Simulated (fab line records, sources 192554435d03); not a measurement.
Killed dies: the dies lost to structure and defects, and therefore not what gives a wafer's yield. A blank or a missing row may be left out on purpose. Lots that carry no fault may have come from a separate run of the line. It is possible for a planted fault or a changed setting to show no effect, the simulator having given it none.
Commonality check across tools | flow n5 finfet | 27 wafers sampled across 9 lots

== WHY IT WAS OPENED ==
Of 9 lots, 2 have the reading M3_THK flagged at N5_BEOL_M3_THK_MEAS_53. No-fault wafers: 40.7 nm, standard deviation 2.1.
Rule: a lot is flagged in two cases, either no wafer of it has a number, or all its wafers with numbers fall more than 4 standard deviations from that mean. The other lots count as sound.

lot  | measured     | on            | M3_THK (nm), wafer by wafer | flag
L225 | day 7 11:46  | film metro-01 | 35.9 41.6 37.9              |
L227 | day 7 21:19  | film metro-01 | 40.2 39.3 40.7              |
L231 | day 9 06:32  | film metro-01 | 39.6 38.9 42.0              |
L235 | day 9 22:19  | film metro-01 | 304.9 303.3 304.8           | FLAGGED
L234 | day 9 22:44  | film metro-01 | 301.5 308.5 302.4           | FLAGGED
L236 | day 10 07:43 | film metro-01 | 43.2 41.0 40.6              |
L238 | day 10 18:10 | film metro-01 | 40.1 40.1 42.4              |
L246 | day 12 21:02 | film metro-01 | 38.6 44.9 39.6              |
L247 | day 13 00:38 | film metro-01 | 37.3 36.8 40.1              |
Flagged lots average 304.2 nm: +263.5 nm relative to the usual, that is +99 or more standard deviations.

== EACH LOT AND THE TOOL IT RAN ON ==
4 process steps preceding the reading are held in the record, out of 1938 steps in the route. Cell contents, in order: the tool; ch with the chambers the sampled wafers went through; the start.
lot  | flag    | N5_BEOL_M3_SPUTTER_81        | N5_BEOL_M3_SPUTTER_86        | N5_BEOL_M3_SPUTTER_96        | N5_BEOL_M3_CMP_52
L225 |         | pvd sputter-01, day 7 09:32  | pvd sputter-01, day 7 09:46  | pvd sputter-01, day 7 10:58  | cmp-03 ch 0,1,2, day 7 11:31
L227 |         | pvd sputter-03, day 7 19:13  | pvd sputter-03, day 7 19:26  | pvd sputter-03, day 7 20:32  | cmp-04 ch 0,3, day 7 21:04
L231 |         | pvd sputter-03, day 9 04:12  | pvd sputter-03, day 9 04:25  | pvd sputter-03, day 9 05:31  | cmp-04 ch 2,3, day 9 06:17
L235 | FLAGGED | pvd sputter-03, day 9 20:13  | pvd sputter-03, day 9 20:26  | pvd sputter-03, day 9 21:32  | cmp-01 ch 1,2, day 9 22:01
L234 | FLAGGED | pvd sputter-02, day 9 20:27  | pvd sputter-02, day 9 20:40  | pvd sputter-02, day 9 21:46  | cmp-03 ch 0,2,3, day 9 22:29
L236 |         | pvd sputter-03, day 10 03:54 | pvd sputter-03, day 10 04:07 | pvd sputter-03, day 10 06:52 | cmp-01 ch 0,2,3, day 10 07:30
L238 |         | pvd sputter-02, day 10 15:56 | pvd sputter-02, day 10 16:09 | pvd sputter-02, day 10 17:15 | cmp-03 ch 0,1,2, day 10 17:55
L246 |         | pvd sputter-03, day 12 18:55 | pvd sputter-03, day 12 19:08 | pvd sputter-03, day 12 20:14 | cmp-04 ch 1,2,3, day 12 20:49
L247 |         | pvd sputter-02, day 12 22:26 | pvd sputter-02, day 12 22:40 | pvd sputter-02, day 12 23:46 | cmp-03 ch 2,3, day 13 00:22
These steps, and what they do:
- N5_BEOL_M3_SPUTTER_81: material Cu, target thk 4.5 nm, time 8.29 s.
- N5_BEOL_M3_SPUTTER_86: material Cu, target thk 4.5 nm, time 8.29 s.
- N5_BEOL_M3_SPUTTER_96: material Cu, target thk 4.5 nm, time 8.29 s.
- N5_BEOL_M3_CMP_52: polishes, stops on SiOC, t overpolish 6.8 s, target thk 40 nm.
- N5_BEOL_M3_THK_MEAS_53: measures by xrf.

== FLAGGED AGAINST TOTAL, ONE TOOL AT A TIME (gauges that did the reading follow at the end) ==
step                   | tool           | lots run | flagged | share of the flagged lots | sound lots run after its first flagged lot
N5_BEOL_M3_SPUTTER_81  | pvd sputter-01 | 1        | 0       | none                      | -
N5_BEOL_M3_SPUTTER_81  | pvd sputter-02 | 3        | 1       | some                      | 2 (L238,L247)
N5_BEOL_M3_SPUTTER_81  | pvd sputter-03 | 5        | 1       | some                      | 2 (L236,L246)
N5_BEOL_M3_SPUTTER_86  | pvd sputter-01 | 1        | 0       | none                      | -
N5_BEOL_M3_SPUTTER_86  | pvd sputter-02 | 3        | 1       | some                      | 2 (L238,L247)
N5_BEOL_M3_SPUTTER_86  | pvd sputter-03 | 5        | 1       | some                      | 2 (L236,L246)
N5_BEOL_M3_SPUTTER_96  | pvd sputter-01 | 1        | 0       | none                      | -
N5_BEOL_M3_SPUTTER_96  | pvd sputter-02 | 3        | 1       | some                      | 2 (L238,L247)
N5_BEOL_M3_SPUTTER_96  | pvd sputter-03 | 5        | 1       | some                      | 2 (L236,L246)
N5_BEOL_M3_CMP_52      | cmp-01         | 2        | 1       | some                      | 1 (L236)
N5_BEOL_M3_CMP_52      | cmp-03         | 4        | 1       | some                      | 2 (L238,L247)
N5_BEOL_M3_CMP_52      | cmp-04         | 3        | 0       | none                      | -
N5_BEOL_M3_THK_MEAS_53 | film metro-01  | 9        | 2       | all                       | 4 (L236,L238,L246,L247)

== THE TABLE: WHAT IT ALLOWS ==
1 row of the table ran every flagged lot: film metro-01 at N5_BEOL_M3_THK_MEAS_53.
- film metro-01 at N5_BEOL_M3_THK_MEAS_53: 2 of its 9 lots flagged. Lots that were sound ran on it after the first flagged one (L236, L238, L246, L247); a persistent fault on the entire tool would not allow that.
None of the table's rows ran every flagged lot and, after the first, no sound lot.

== WHAT THE SIMULATOR PUT IN ==
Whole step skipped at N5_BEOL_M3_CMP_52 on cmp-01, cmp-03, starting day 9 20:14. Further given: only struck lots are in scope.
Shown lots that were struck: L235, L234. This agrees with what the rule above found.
